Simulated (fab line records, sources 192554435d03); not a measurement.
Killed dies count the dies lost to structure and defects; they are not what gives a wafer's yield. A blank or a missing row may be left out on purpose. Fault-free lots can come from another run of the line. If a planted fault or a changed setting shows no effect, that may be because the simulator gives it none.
Which tool was responsible? + flow n5_finfet + 12 lots, 36 wafers sampled, at 1 step of a route of 1938

WHAT EACH GAUGE READ, for each wafer
N5_SD_ACTIVATION_INSPECT_02: inspects for defects (darkfield).
| lot  | measured    | on                | raw_defect_count |
|------|-------------|-------------------|------------------|
| L075 | day 3 15:02 | defect_inspect-02 | 188 215 195      |
| L077 | day 4 02:19 | defect_inspect-02 | 138 256 107      |
| L079 | day 4 14:40 | defect_inspect-01 | 198 189 181      |
| L081 | day 5 05:49 | defect_inspect-02 | 178 165 156      |
| L083 | day 5 17:07 | defect_inspect-01 | 140 142 144      |
| L085 | day 6 08:57 | defect_inspect-02 | 160 156 102      |
| L087 | day 6 16:44 | defect_inspect-01 | 119 158 130      |
| L089 | day 7 05:52 | defect_inspect-02 | 228 178 221      |
| L092 | day 7 22:22 | defect_inspect-01 | 167 142 166      |
| L093 | day 8 07:13 | defect_inspect-02 | 168 157 208      |
| L095 | day 8 16:48 | defect_inspect-01 | 228 249 229      |
| L097 | day 9 06:38 | defect_inspect-01 | 125 158 170      |

TOOL THAT RAN EACH LOT (tool first, then ch and the chambers of the sampled wafers, then the start)
Record: no process step prior to these readings.

THE ANSWER, worked out from the rows above alone
Rule: usual is defined by the lots themselves. The widest of any qualifying gaps counts: lots, ordered by their means at a reading, are off when they make up no more than a third of the lots, leave a main group of 4 or more, and stand apart from it by 3 or more times the standard deviation of that group's means. A main group is skipped when, at the precision printed for the reading in the tables above, its means are all equal. A lot without any number at a reading at which 4 lots or more have one is off too. All remaining lots with rows at the step are treated as sound.
Across all readings shown, no lot is off: no conclusion can be drawn from this.

WHAT THE SIMULATOR PUT IN
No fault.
